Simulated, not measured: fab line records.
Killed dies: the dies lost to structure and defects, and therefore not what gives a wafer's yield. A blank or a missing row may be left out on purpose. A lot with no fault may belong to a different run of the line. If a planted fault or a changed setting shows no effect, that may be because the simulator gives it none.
fab line records || flow n5Finfet
record: {"lots": 3, "wafers": 8, "lastDay": 18}
route steps=1938 shown BEOL_M4@1099 BEOL_M5@1112 BEOL_M11@1593 PASSIVATION@1936
lots untouched by any fault: they come from a run of this same line in which no faults occurred
startH: start of the lot's first displayed wafer, in hours after the record's first day || waitH: how many hours have passed since the lot's step before this one || " as in the row above || L1.1+2: one row covering several wafers at once || - value missing, or start not given || * or withheld: withheld || < > ~ a bound
route shown NAME@n: a module of which the file shows steps, and the number in the route of the first || usual: the fault-free wafers' mean and standard deviation || same: alike in all rows || chamber/n: place in a boat || sites: per-site readings || _std_site: standard deviation across them || _edge_site: mean of outer sites minus mean of inner sites || radiusMm: how far each site lies from the wafer's centre || mask NAME#n: copy n || behind: the tool/chamber that last shaped the wafer || hold: cause of the lot's hold/its duration in hours/its outcome || device: the transistor (n, p or np) that didn't switch || end of line: the same wafers' tests at the end of the route || a step without rows: its recipe alone || killed: at the first sort, the dies lost to defects and structure; wafer yield is something else || map: dies across one wafer; x = killed, . = not, _ = none there
set.NAME: the setting as run; set.NAME@STEP: as run at that earlier step || model.NAME: the simulator's own value behind a step, which no gauge read
lots seen at some steps along the route; tables by step, rows by wafer
services: the hour from which a tool's chamber was out of use, counted from the record's first day as startH (under 0 if before that day), plus the number of hours and why
== steps ==
step: N5_BEOL_M4_ANNEAL_95
recipe: {"tempC": 400, "timeS": 240, "ambient": "vacuum"}
step: N5_BEOL_M4_SPUTTER_96
recipe: {"material": "Cu", "targetThkA": 45, "tempC": -20, "chamberPressurePa": 0.07, "powerW": "withheld", "timeS": 8.29}
step: N5_BEOL_M4_ECD_50
recipe: {"material": "Cu", "targetThkA": 3000}
step: N5_BEOL_M4_ANNEAL_51
recipe: {"tempC": 225, "timeS": 90, "ambient": "N2"}
step: N5_BEOL_M4_CMP_52
recipe: {"stopOn": "SiOC", "tOverpolishS": 6.8, "downForcePsi": 1, "platenRpm": 50, "clearingPlatenDownForcePsi": 1.5, "clearingPlatenRpm": 50, "postCmpClean": "cuAlkaline", "targetThkNm": 40, "clearingPlatenPadVelocityMS": 0.99484, "padVelocityMS": 0.99484}
step: N5_BEOL_M4_PRE_CLEAN_60
recipe: {"gas": "NH3/H2", "timeS": 15, "tempC": "*", "rfPowerW": 300}
step: N5_BEOL_M4_CO_CAP_55
recipe: {"material": "Co", "targetThkA": 20, "tempC": 200, "precursor": "CCTBA/H2", "pressureTorr": 30, "timeS": 102.1}
step: N5_BEOL_M4_PRE_CLEAN_56
recipe: {"gas": "NH3", "timeS": 15, "tempC": "withheld", "rfPowerW": 300}
step: N5_BEOL_M4_DEP_57
recipe: {"material": "SiCN", "targetThkA": 80, "tempC": "withheld", "precursor": "3MS/NH3", "pressureTorr": 3, "rfW": 202, "timeS": 14}
step: N5_BEOL_M4_RC_MEAS_101
usual: {"DIBL_N": "36.5/2.2", "DIBL_P": "36.9/2.9", "IOFF_N": "0.17/0.044", "IOFF_P": "0.22/0.052", "ION_N": "671/16", "ION_P": "461/10", "SS_N": "71.6/0.73", "SS_P": "73.5/0.79", "VT_N": "250/4.1", "VT_P": "-250/4.1"}
{"lot.wafer": "L832.1", "tool": "prober-01", "chamber": 0, "startH": 242.65, "waitH": 0.0, "DIBL_N[mV/V]": 32.0, "DIBL_P[mV/V]": 31.8, "IOFF_N[nA/um]": 0.10, "IOFF_P[nA/um]": 0.14, "ION_N[uA/um]": 651, "ION_P[uA/um]": 451, "SS_N[mV/dec]": 70.6, "SS_P[mV/dec]": 72.5, "VT_N[mV]": 255, "VT_P[mV]": -256}
{"lot.wafer": "L832.4", "tool": "prober-01", "chamber": 0, "startH": 242.65, "waitH": 0.0, "DIBL_N[mV/V]": 35.1, "DIBL_P[mV/V]": 36.3, "IOFF_N[nA/um]": 0.14, "IOFF_P[nA/um]": 0.19, "ION_N[uA/um]": 669, "ION_P[uA/um]": 458, "SS_N[mV/dec]": 71.9, "SS_P[mV/dec]": 73.4, "VT_N[mV]": 251, "VT_P[mV]": -255}
{"lot.wafer": "L832.5", "tool": "prober-01", "chamber": 0, "startH": 242.65, "waitH": 0.0, "DIBL_N[mV/V]": 35.2, "DIBL_P[mV/V]": 36.5, "IOFF_N[nA/um]": 0.14, "IOFF_P[nA/um]": 0.21, "ION_N[uA/um]": 673, "ION_P[uA/um]": 462, "SS_N[mV/dec]": 71.9, "SS_P[mV/dec]": 72.9, "VT_N[mV]": 251, "VT_P[mV]": -249}
{"lot.wafer": "L841.1", "tool": "prober-02", "chamber": 0, "startH": 290.62, "waitH": 0.0, "DIBL_N[mV/V]": 34.7, "DIBL_P[mV/V]": 34.4, "IOFF_N[nA/um]": 0.14, "IOFF_P[nA/um]": 0.19, "ION_N[uA/um]": 666, "ION_P[uA/um]": 459, "SS_N[mV/dec]": 71.3, "SS_P[mV/dec]": 72.9, "VT_N[mV]": 250, "VT_P[mV]": -249}
{"lot.wafer": "L841.5", "tool": "prober-02", "chamber": 0, "startH": 290.62, "waitH": 0.0, "DIBL_N[mV/V]": 36.5, "DIBL_P[mV/V]": 38.7, "IOFF_N[nA/um]": 0.17, "IOFF_P[nA/um]": 0.25, "ION_N[uA/um]": 680, "ION_P[uA/um]": 472, "SS_N[mV/dec]": 70.9, "SS_P[mV/dec]": 74.2, "VT_N[mV]": 247, "VT_P[mV]": -245}
{"lot.wafer": "L841.6", "tool": "prober-02", "chamber": 0, "startH": 290.62, "waitH": 0.0, "DIBL_N[mV/V]": 34.5, "DIBL_P[mV/V]": 36.3, "IOFF_N[nA/um]": 0.13, "IOFF_P[nA/um]": 0.22, "ION_N[uA/um]": 645, "ION_P[uA/um]": 454, "SS_N[mV/dec]": 70.6, "SS_P[mV/dec]": 73.6, "VT_N[mV]": 253, "VT_P[mV]": -249}
{"lot.wafer": "L844.1", "tool": "prober-02", "chamber": 0, "startH": 315.57, "waitH": 0.0, "DIBL_N[mV/V]": 37.2, "DIBL_P[mV/V]": 37.1, "IOFF_N[nA/um]": 0.19, "IOFF_P[nA/um]": 0.28, "ION_N[uA/um]": 680, "ION_P[uA/um]": 470, "SS_N[mV/dec]": 71.5, "SS_P[mV/dec]": 74.5, "VT_N[mV]": 248, "VT_P[mV]": -243}
{"lot.wafer": "L844.4", "tool": "prober-02", "chamber": 0, "startH": 315.57, "waitH": 0.0, "DIBL_N[mV/V]": 37.0, "DIBL_P[mV/V]": 37.2, "IOFF_N[nA/um]": 0.19, "IOFF_P[nA/um]": 0.28, "ION_N[uA/um]": 690, "ION_P[uA/um]": 481, "SS_N[mV/dec]": 71.4, "SS_P[mV/dec]": 74.3, "VT_N[mV]": 248, "VT_P[mV]": -241}
step: N5_BEOL_M5_ILD_DEP_00
recipe: {"material": "SiCOH_lowk", "targetThkA": 1406.4, "tempC": 300, "precursor": "DEMS/porogen", "pressureTorr": 5, "rfW": 500, "timeS": 25.9}
step: N5_BEOL_M5_CURE_79
recipe: {"tempC": 385, "timeS": 240, "ambient": "He/Ar", "material": "SiCOH_lowk"}
step: N5_BEOL_M5_PECVD_70
recipe: {"material": "SiO2", "targetThkA": 160, "tempC": 400, "precursor": "TEOS/O2", "pressureTorr": 5.5, "rfW": 450, "teosFlowSccm": 53.8, "gas": "O2", "flowSccm": 3000, "timeS": 18}
step: N5_BEOL_M5_HM_DEP_02
recipe: {"material": "TiN", "targetThkA": 200, "tempC": 25, "chamberPressurePa": 0.49996}
step: N5_BEOL_M5_COAT_59
recipe: {"resist": "SOC", "tempC": 250, "timeS": 60, "spinRpm": 1500, "resistThkNm": 60}
step: N5_BEOL_M5_COAT_60
recipe: {"resist": "SiARC", "tempC": 220, "timeS": 60, "spinRpm": 1500, "resistThkNm": 12}
step: N5_BEOL_M5_COAT_71
recipe: {"resist": "underlayer", "tempC": 205, "timeS": 60, "spinRpm": 1500, "resistThkNm": 5}
step: N5_BEOL_M5_COAT_05
recipe: {"resist": "CAR-EUV", "spinRpm": 1500, "resistThkNm": 30}
step: N5_BEOL_M5_EBR_07
recipe: {"solvent": "PGMEA", "ebrWidthMm": 1.5}
step: N5_BEOL_M5_SOFTBAKE_06
recipe: {"tempC": 110, "timeS": 60, "resist": "CAR-EUV"}
step: N5_BEOL_M5_EXPOSE_08
recipe: {"maskId": "M5", "na": 0.33, "sourceShape": "annular", "sigmaInner": 0.4, "sigmaOuter": 0.8, "polarization": "unpolarized", "targetCdNm": 28, "doseMj": 35.75}
step: N5_BEOL_M5_PEB_09
recipe: {"pebTempC": 100, "pebTimeS": 60, "resist": "CAR-EUV"}
step: N5_BEOL_M5_DEVELOP_10
recipe: {"developTimeS": 30, "developer": "TMAH", "resist": "CAR-EUV", "rinseLiquid": "surfactantRinse", "dry": "airSpin", "devTempC": 23}
step: N5_BEOL_M5_DESCUM_16
recipe: {"chemistry": "O2", "timeS": 7, "sourcePowerW": 50, "biasPowerW": 20, "pressureMtorr": 20, "rfFrequencyHz": 2.712e+07, "tempC": 40, "resist": "CAR-EUV", "o2FlowSccm": 225}
step: N5_BEOL_M5_ETCH_72
recipe: {"chemistry": "N2/H2", "target": "underlayer", "targetDepthA": 65, "maskMaterial": "CAR-EUV", "timeS": 5.2, "ionEnergyEv": 200, "pressureMtorr": 30, "sourceW": 840, "biasW": 150, "n2FlowSccm": 200, "h2FlowSccm": 200, "ends": "cleared"}
step: N5_BEOL_M5_ETCH_61
recipe: {"chemistry": "CF4", "target": "SiARC", "targetDepthA": 156, "maskMaterial": "CAR-EUV", "timeS": 26, "ionEnergyEv": 80, "pressureMtorr": 40, "sourceW": 545, "biasW": 36, "Ar_flow_sccm": 100, "cf4FlowSccm": 100, "ends": "cleared"}
step: N5_BEOL_M5_ETCH_62
recipe: {"chemistry": "N2/H2", "target": "SOC", "targetDepthA": 750, "overetchA": 150, "maskMaterial": "SiARC", "tempC": 40, "timeS": 112.5, "ionEnergyEv": 200, "pressureMtorr": 30, "sourceW": 840, "biasW": 150, "n2FlowSccm": 200, "h2FlowSccm": 200}
step: N5_BEOL_M5_STRIP_63
recipe: {"chemistry": "N2/H2", "tempC": 40, "n2FlowSccm": 200, "h2FlowSccm": 200, "rfFrequencyHz": 6e+07}
step: N5_BEOL_M5_STRIP_73
recipe: {"chemistry": "N2/H2", "tempC": 40, "n2FlowSccm": 200, "h2FlowSccm": 200, "rfFrequencyHz": 6e+07}
step: N5_BEOL_M5_STRIP_64
recipe: {"chemistry": "CF4", "resist": "SiARC", "powerW": 300, "biasPowerW": 75, "pressureMtorr": 50, "cf4FlowSccm": 150, "rfFrequencyHz": 6e+07}
step: N5_BEOL_M5_HM_OPEN_17
recipe: {"chemistry": "Cl2/BCl3", "targetDepthA": 200, "overetchA": 60, "target": "TiN", "maskMaterial": "SOC", "ionEnergyEv": 150, "pressureMtorr": 10, "icpW": 1000, "biasW": 126, "Cl2_flow_sccm": 53.25, "bcl3FlowSccm": 21.75, "Ar_flow_sccm": 25}
step: N5_BEOL_M5_STRIP_19
recipe: {"chemistry": "O2", "powerW": 400, "tempC": 40, "pressureMtorr": 30, "rfFrequencyHz": 6e+07, "biasPowerW": 0, "overashFraction": 0.2, "o2FlowSccm": 225}
step: N5_BEOL_M5_COAT_65
recipe: {"resist": "SOC", "tempC": 250, "timeS": 60, "spinRpm": 1500, "resistThkNm": 60}
step: N5_BEOL_M5_COAT_66
recipe: {"resist": "SiARC", "tempC": 220, "timeS": 60, "spinRpm": 1500, "resistThkNm": 12}
step: N5_BEOL_M11_SPUTTER_48
recipe: {"material": "Cu", "targetThkA": 120, "tempC": -20, "biasV": 60, "powerW": 26000, "chamberPressurePa": 0.13, "timeS": 2}
usual: {"throttleValvePct": "30.2/0.7"}
{"lot.wafer": "L832.1", "tool": "pvdSputter-01", "chamber": "-", "startH": 307.85, "waitH": 0.6, "throttleValvePct": 29.0}
{"lot.wafer": "L832.4", "tool": "pvdSputter-01", "chamber": "-", "startH": 307.85, "waitH": 0.6, "throttleValvePct": 31.1}
{"lot.wafer": "L832.5", "tool": "pvdSputter-01", "chamber": "-", "startH": 307.85, "waitH": 0.6, "throttleValvePct": 30.9}
{"lot.wafer": "L841.1", "tool": "pvdSputter-01", "chamber": "-", "startH": 357.16, "waitH": 1.2, "throttleValvePct": 30.9}
{"lot.wafer": "L841.5", "tool": "pvdSputter-01", "chamber": "-", "startH": 357.16, "waitH": 1.2, "throttleValvePct": 30.8}
{"lot.wafer": "L841.6", "tool": "pvdSputter-01", "chamber": "-", "startH": 357.16, "waitH": 1.2, "throttleValvePct": 30.7}
{"lot.wafer": "L844.1", "tool": "pvdSputter-03", "chamber": "-", "startH": 379.49, "waitH": 0.1, "throttleValvePct": 30.4}
{"lot.wafer": "L844.4", "tool": "pvdSputter-03", "chamber": "-", "startH": 379.49, "waitH": 0.1, "throttleValvePct": 29.9}
step: N5_PASSIVATION_PROBE_49
usual: {"defectLimitedYield": "91.3/1.4", "killed_at_M0_to_M3": "36/10", "killed_at_M4_up": "13/5.4", "killedAtContacts": "12/5.3", "killedAtFrontEnd": "39/10", "killedAtOther": "3.2/2.7", "killedDies": "103/16", "killedOnRim": "13/4", "killedOpen": "68/13", "killedShort": "33/6.6", "sort_bin_5_function": "5.1/0.92", "sort_bin_6_memory": "3.3/0.68", "sort_bin_8_speed": "0.1/0.41", "sortNPass": "1077/17", "sortYieldPct": "91.2/1.4"}
same: {"grossDies": 1180, "killedAtBackSide": 0, "sort_bin_4_leakage[%]": 0}
{"lot.wafer": "L832.1", "tool": "prober-01", "chamber": "-", "startH": 349.49, "waitH": 0.8, "defectLimitedYield[%]": 91.5, "killed_at_M0_to_M3": 15, "killed_at_M4_up": 14, "killedAtContacts": 12, "killedAtFrontEnd": 58, "killedAtOther": 1, "killedDies": 100, "killedOnRim": 12, "killedOpen": 67, "killedShort": 32, "sort_bin_5_function[%]": 4.9, "sort_bin_6_memory[%]": 3.4, "sort_bin_8_speed[%]": 0, "sortNPass": 1080, "sortYieldPct[%]": 91.5}
{"lot.wafer": "L832.4", "tool": "prober-01", "chamber": "-", "startH": 349.64, "waitH": 0.9, "defectLimitedYield[%]": 91.3, "killed_at_M0_to_M3": 28, "killed_at_M4_up": 12, "killedAtContacts": 10, "killedAtFrontEnd": 52, "killedAtOther": 1, "killedDies": 103, "killedOnRim": 10, "killedOpen": 76, "killedShort": 26, "sort_bin_5_function[%]": 5.5, "sort_bin_6_memory[%]": 2.9, "sort_bin_8_speed[%]": 0.1, "sortNPass": 1077, "sortYieldPct[%]": 91.3}
{"lot.wafer": "L832.5", "tool": "prober-01", "chamber": "-", "startH": 349.69, "waitH": 1.0, "defectLimitedYield[%]": 94.5, "killed_at_M0_to_M3": 9, "killed_at_M4_up": 10, "killedAtContacts": 11, "killedAtFrontEnd": 33, "killedAtOther": 2, "killedDies": 65, "killedOnRim": 10, "killedOpen": 44, "killedShort": 20, "sort_bin_5_function[%]": 3.2, "sort_bin_6_memory[%]": 1.9, "sort_bin_8_speed[%]": 0.1, "sortNPass": 1115, "sortYieldPct[%]": 94.5}
{"lot.wafer": "L841.6", "tool": "prober-01", "chamber": "-", "startH": 402.61, "waitH": 0.3, "defectLimitedYield[%]": 81.7, "killed_at_M0_to_M3": 40, "killed_at_M4_up": 116, "killedAtContacts": 26, "killedAtFrontEnd": 30, "killedAtOther": 4, "killedDies": 216, "killedOnRim": 38, "killedOpen": 83, "killedShort": 25, "sort_bin_5_function[%]": 10.4, "sort_bin_6_memory[%]": 7.7, "sort_bin_8_speed[%]": 0, "sortNPass": 964, "sortYieldPct[%]": 81.7}
killed by level:class
L832.1 FIN_SAQP:geometricParticle:open=18 FIN_SAQP:geometricParticle:short=11 MOL_CONTACT_COAG:geometricParticle:open=10 BEOL_M4:geometricParticle:open=7 DUMMY_GATE:geometricParticle:open=6 ILD0:geometricParticle:short=5 STI_FIN_REVEAL:geometricParticle:open=4 GATE_CUT:geometricParticle:open=4
L832.4 FIN_SAQP:geometricParticle:open=13 STI_FIN_REVEAL:geometricParticle:open=13 MOL_CONTACT_COAG:geometricParticle:open=8 BEOL_M0_SAQP:geometricParticle:short=8 ILD0:geometricParticle:open=7 BEOL_M2:geometricParticle:open=7 BEOL_M1:geometricParticle:open=6 BEOL_M5:geometricParticle:open=4
L832.5 FIN_SAQP:geometricParticle:open=10 MOL_CONTACT_COAG:geometricParticle:open=10 ILD0:geometricParticle:short=6 FIN_SAQP:geometricParticle:short=4 STI_FIN_REVEAL:geometricParticle:open=4 DUMMY_GATE:geometricParticle:open=4 BEOL_M0_SAQP:geometricParticle:short=3 BEOL_M5:geometricParticle:open=3
L841.6 BEOL_M11:interfaceVoidOpened=105 MOL_CONTACT_COAG:geometricParticle:open=22 BEOL_M1:geometricParticle:open=12 BEOL_M2:geometricParticle:open=11 STI_FIN_REVEAL:geometricParticle:open=6 BEOL_M0_SAQP:geometricParticle:open=6 BEOL_M4:geometricParticle:open=6 FIN_SAQP:geometricParticle:open=4
map L841.6 (x killed, . not)
_________________.x.x.x.x...x________________
______________........x...x.x..x_____________
___________...x..x..x.......xx..xx.__________
__________.x.x.............x....xx.._________
________.x....x....x.....xx..........x_______
_______.x........x.....x.xx.xx..x.x....______
______..............x....x...x.....xx..._____
_____.x.........xx..x..xx...xx...xx....xx____
____....x...x..........x......x....xx..x..___
___..xx...............x....x.....x..x...x.x__
___.....x.x.......x.......x...x...x........__
__..x..............x...........xx.x........._
__....x........x......x.x.................x._
_.x....x...x..x.............x.x.....x..x.....
_x.x............x.................x.....x..x.
_.x.xx.........xx........x.x...x.............
_.xx..............xx..................x......
_........................x.xx.x...x.x.x......
_.........x.x.....x.x..........x.x..x.......x
_.x.x..xx...........x.............xx........x
_x.....x..x......x..x..x.........x.x.....x.x.
__............x..x..xx.........x.x.........x_
__......x...............x.......x..xx.....x._
___x.......x...............xx...x...xx..xx.__
___..x...............x....xx...x...........__
____........................x.............___
_____x.x..........x..x..........x...x....____
______.......x.x...........x.xx...xx...._____
_______.x.x....xx....................x.______
________.x...x......x.........x......._______
__________x..xx......xx.x..x....x..._________
___________.....xxx.........xx.x...__________
______________..xx..x...xx.....x_____________
_________________.......x..x.________________
map L832.4 (x killed, . not)
_________________.........x..________________
______________.................._____________
___________.xx....x......x...x.x...__________
__________.....x..x.......x........._________
________.................x............_______
_______..x...........x.............x...______
______............x..........x.x.x.x...._____
_____....................................____
____..x...x.......x........x..............___
___.........x..............................__
___..x.............x................xx...x.__
__......x.........x.........x......x........_
__....x....x..........x.......x............._
_...........x...x....x.x............x.......x
_....x...x......x............x...............
_..........x............x.........x......x...
_....x..x.....x....x.........................
_.......x........x.......x............x......
_..............................x.....x......x
_............................................
_x.......................x.............x...x.
__...........x...x....x......x........x....._
__.....................x......x....x.x......_
___x.........x...........x.................__
___.......x....................x...........__
____....x...x.......x.....................___
_____..x.......x.........x........x......____
______........................xx........_____
_______...................x.x..........______
________x...............xxx..........._______
__________...x.....x....x..x..x.xx.._________
___________..............x.........__________
______________.................._____________
_________________............________________
== services ==
{"tool": "pvdSputter-01", "chamber": "-", "startH": 367.25, "hours": 3.0, "kind": "repair"}
== key ==
firstSign: {"step": "N5_PASSIVATION_PROBE_49", "reading": "killed_at_M4_up", "direction": "up", "sigmas": 19, "usual": 13, "struck": 116}
effect: {"step": "N5_PASSIVATION_PROBE_49", "reading": "defectLimitedYield", "direction": "down", "sigmas": 7, "usual": 91.3, "struck": 81.7}
moreKillsBornAt: {"N5_BEOL_M11_SPUTTER_48@pvdSputter-01": 105}
metAt N5_BEOL_M11_SPUTTER_48
struckWafers L841.6
onsetBetween 307.85 357.16
fault: {"kind": "processParameterDrift", "tool": "pvdSputter-01", "chamber": "-", "onsetH": 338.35, "steps": "N5_BEOL_M11_SPUTTER_48", "channel": "timeS", "offset": "*", "shape": "step", "endH": 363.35, "scope": "struckWafersOnly", "actsIn": "*", "stated": "*"}
